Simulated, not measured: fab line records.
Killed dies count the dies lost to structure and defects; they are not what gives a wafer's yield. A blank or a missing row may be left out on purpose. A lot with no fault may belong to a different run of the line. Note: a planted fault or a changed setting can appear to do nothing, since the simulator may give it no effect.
Chamber matching || flow n5_finfet || cvd_co-02 running N5_BEOL_M5_CVD_47: 3 sister chambers
The step deposits Co from CCTBA/H2, target thk 3 nm, time 216 s. 15 wafers are shown with their chamber, then 7 later ones without.

WAFERS, EACH WITH ITS CHAMBER
{"wafer": "L459.2", "chamber": 1, "run_length_s (s)": 239.0}
{"wafer": "L459.5", "chamber": 1, "run_length_s (s)": 239.0}
{"wafer": "L459.6", "chamber": 2, "run_length_s (s)": 239.3}
{"wafer": "L460.1", "chamber": 1, "run_length_s (s)": 238.9}
{"wafer": "L460.2", "chamber": 2, "run_length_s (s)": 239.2}
{"wafer": "L460.5", "chamber": 0, "run_length_s (s)": 238.4}
{"wafer": "L461.2", "chamber": 2, "run_length_s (s)": 239.7}
{"wafer": "L461.4", "chamber": 1, "run_length_s (s)": 239.9}
{"wafer": "L461.6", "chamber": 0, "run_length_s (s)": 238.1}
{"wafer": "L463.2", "chamber": 1, "run_length_s (s)": 239.9}
{"wafer": "L463.3", "chamber": 0, "run_length_s (s)": 238.7}
{"wafer": "L463.6", "chamber": 0, "run_length_s (s)": 238.1}
{"wafer": "L467.1", "chamber": 0, "run_length_s (s)": 238.1}
{"wafer": "L467.2", "chamber": 1, "run_length_s (s)": 239.0}
{"wafer": "L467.4", "chamber": 0, "run_length_s (s)": 238.6}

SIGNATURES (means of the wafers above)
{"reading": "run_length_s", "chamber 0": 238.333, "chamber 1": 239.283, "chamber 2": 239.400, "scatter within a chamber": 0.372}
Rule: distance of a wafer from a chamber = root of the sum over the readings of ((wafer's reading minus chamber's mean) / reading's scatter) squared. If the next closest chamber is less than 2 further off than the closest, the wafer can't be placed; otherwise it belongs to the closest. The scatter: take each reading less its chamber's mean, square it, sum over the shown wafers, divide by the number of wafers less the number of chambers, and take the root.

WAFERS WHOSE CHAMBER IS MISSING
{"wafer": "L469.2", "run_length_s (s)": 238.3}
{"wafer": "L469.3", "run_length_s (s)": 239.3}
{"wafer": "L470.4", "run_length_s (s)": 238.3}
{"wafer": "L470.5", "run_length_s (s)": 239.8}
{"wafer": "L470.6", "run_length_s (s)": 239.3}
{"wafer": "L473.4", "run_length_s (s)": 239.8}
{"wafer": "L473.5", "run_length_s (s)": 238.0}

WHICH CHAMBER EACH WENT THROUGH
{"wafer": "L469.2", "from the rows above": 0, "in truth": 0}
{"wafer": "L469.3", "from the rows above": "can't be placed: 1 or 2", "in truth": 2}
{"wafer": "L470.4", "from the rows above": 0, "in truth": 0}
{"wafer": "L470.5", "from the rows above": "can't be placed: 2 or 1", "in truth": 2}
{"wafer": "L470.6", "from the rows above": "can't be placed: 1 or 2", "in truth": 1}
{"wafer": "L473.4", "from the rows above": "can't be placed: 2 or 1", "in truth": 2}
{"wafer": "L473.5", "from the rows above": 0, "in truth": 0}
Correctly placed: 3 of 7. These rows do not allow placing 4 (true chamber among the candidates in 4). Number placed wrongly: 0.
